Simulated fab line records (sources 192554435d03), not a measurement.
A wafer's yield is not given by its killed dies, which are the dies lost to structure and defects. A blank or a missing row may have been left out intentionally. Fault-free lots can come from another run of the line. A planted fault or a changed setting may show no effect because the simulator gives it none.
Comparing a struck lot with a sound one ; flow n5-finfet ; 36 out of 1938 route steps
Sound: these wafers, L151.3, L151.5, L151.6. Struck: wafers L142.1, L142.2, L142.4. The cause is given at the end.
Per side, at each step with rows, come the tool, then ch with its chambers, and then its first start. Under that, the readings that differ: sound wafers ; struck wafers ; difference of the means ; sigmas: that difference in standard deviations of wafers without a fault.
alike: readings with means less than 2 such deviations apart, plus words and numbers identical on both sides. not compared: withheld readings, readings lacking a value on some wafer, bounds such as >300 that could conceal the same value, and numbers that have no deviation in the record and whose values overlap.
Wherever a step has rows on one side only, a row that says differs or no value, or a row with sigmas, the two part there. Non-overlapping numbers with no deviation appear without sigmas and do not part them. Lack of a reading on every wafer of one side parts them only where that side has two or more wafers.

first, 12 steps without rows for these wafers: N5_SD_EPI_P_STRIP_38 (strips in N2/H2); N5_SD_EPI_P_ETCHBACK_46 (etches SiNx in CH3F/O2, stops on SiO2, target depth 17.5 nm); N5_SD_EPI_P_ETCH_47 (etches SiOCN in CH3F/O2, target depth 25 nm); N5_SD_EPI_P_ETCH_16 (etches SiO2 in CHF3/O2, target depth 5 nm); N5_SD_EPI_P_STRIP_50 (strips in CHF3/O2); N5_SD_EPI_P_SD_RECESS_17 (chemistry HBr/Cl2/O2, target depth 39.1 nm, bt time 3 s); N5_SD_EPI_P_WET_ETCH_45 (etches SiO2 in dHF, time 10.7 s, target depth 2 nm, rinse time 30 s); N5_SD_EPI_P_STRIP_40 (strips in N2/H2); N5_SD_EPI_P_PRECLEAN_52 (cleans in O3/DIW, time 60 s); N5_SD_EPI_P_SRD_20 (time 30 s); N5_SD_EPI_P_PRECLEAN_51 (cleans in NF3:NH3, afs cycles 1, time 20 s, sublimation time 60 s); N5_SD_EPI_P_VAPOR_ETCH_44 (etches SiGe30 in NF3/Ar, time 3.3 s).
N5_SD_EPI_P_EPI_21: deposits SiGe:B, time 355 s.
  sound on epi-rpcvd-01 ch 0, day 9 02:10; struck on epi-rpcvd-02 ch 0, day 6 17:34
reading;sound;struck;difference;sigmas
chamber-pressure-Torr (Torr);20.00 20.02 19.93;15.68 15.69 15.69;-4.30;-93
model.SiGe-B_of_SD_EPI_P_EPI_21.thk-nm (nm);60.8 62.2 60.6;56.6 57.6 56.8;-4.2;
then, 8 steps without rows for these wafers: N5_SD_EPI_P_HM_STRIP_48 (strips SiNx in H3PO4, material SiNx, target depth 3 nm); N5_SD_EPI_P_SRD_49 (time 30 s); N5_SD_EPI_P_PRECLEAN_24 (cleans in O3/DIW, time 45 s); N5_SD_EPI_P_PRECLEAN_32 (cleans in dHF, time 10 s); N5_SD_EPI_P_PRECLEAN_33 (cleans in SC2, time 45 s); N5_SD_EPI_P_SRD_25 (time 30 s); N5_SD_ACTIVATION_RTA_00 (time 0 s); N5_SD_ACTIVATION_LSA_01 (time 0.0008 s).
N5_SD_ACTIVATION_RS_MEAS_03: a four-point-probe measurement.
  sound on film-metro-02, day 9 04:30; struck on film-metro-01, day 6 20:22
reading;sound;struck;difference;sigmas
RS_SD_P (ohm/sq);56.7 55.5 56.8;64.0 62.9 64.2;+7.4;+7
  alike: RS_SD_N
then, 12 steps without rows for these wafers: N5_ILD0_LINER_00 (material SiNx, target thk 4 nm, pulse time 1 s, purge time 2 s); N5_ILD0_FCVD_FILL_01 (material SiO2 flowable, target thk 200 nm, time 328.3 s); N5_ILD0_CURE_02 (time 1800 s); N5_ILD0_CMP_03 (polishes, stops on SiNx, t overpolish 1.9 s, target thk 197.38 nm); N5_ILD0_CMP_07 (polishes SiO2 flowable, stops on poly-Si, t overpolish 1.18 s, target thk 138.88 nm); N5_ILD0_PRECLEAN_10 (cleans in NF3:NH3, afs cycles 5, time 20 s, sublimation time 60 s); N5_ILD0_ALD_15 (deposits SiNx, target thk 24 nm, pulse time 1 s, ald cycles 480); N5_ILD0_CMP_12 (polishes SiNx, stops on poly-Si, t overpolish 6 s, target thk 17.67 nm); N5_SDB_HM_DEP_00 (deposits SiNx from SiH4/NH3/N2, target thk 40 nm, time 35.3 s); N5_SDB_COAT_03 (time 60 s, resist thk 100 nm); N5_SDB_COAT_04 (time 60 s, resist thk 18 nm); N5_SDB_COAT_05 (resist thk 90 nm).
N5_MOL_CONTACT_COAG_ETCH_110: etches Si in CF4/O2, target depth 2.5 nm, time 8 s.
  sound on rie-diel-01 ch 0,1, day 10 11:26; struck on rie-diel-04 ch 0,1,3, day 8 01:39
reading;sound;struck;difference;sigmas
model.SiGe-B_of_SD_EPI_P_EPI_21.thk-nm (nm);58 59.2 57.8;54 54.8 54;-4;
  alike: cf4-flow-sccm, drypump-motor-current-A, oes-product-au, rf-vpp-V, showerhead-plenum-p-Torr, throttle-valve-pct
  not compared: rf-hours-counter-h
-- record jumps: 6 days separate the struck wafers' starts on either side; left off in module MOL_CONTACT_COAG, taken up again in module BEOL_M4, whose first shown step is the route's number 1111 --
N5_BEOL_M4_RC_MEAS_101:
  sound on prober-02 ch 0, day 16 15:40; struck on prober-02 ch 0, day 14 04:02
reading;sound;struck;difference;sigmas
IOFF_P (nA/um);0.27 0.29 0.34;0.17 0.18 0.15;-0.13;-2
ION_P (uA/um);469 468 472;450 445 446;-23;-3
RS_SD_P (ohm/sq);67.2 65.4 67.3;75.9 74.1 74.8;+8.3;+6
VT_P (mV);-249 -247 -242;-257 -256 -256;-10;-3
  alike: DIBL_N, DIBL_P, IOFF_N, ION_N, SS_N, SS_P, VT_N

WHERE THEY PART
Earliest at N5_SD_EPI_P_EPI_21; latest, in this record, at N5_BEOL_M4_RC_MEAS_101.

WHY: what had been put in by the simulator
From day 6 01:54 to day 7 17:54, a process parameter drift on epi-rpcvd-02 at N5_SD_EPI_P_EPI_21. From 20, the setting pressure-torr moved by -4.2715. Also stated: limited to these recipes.
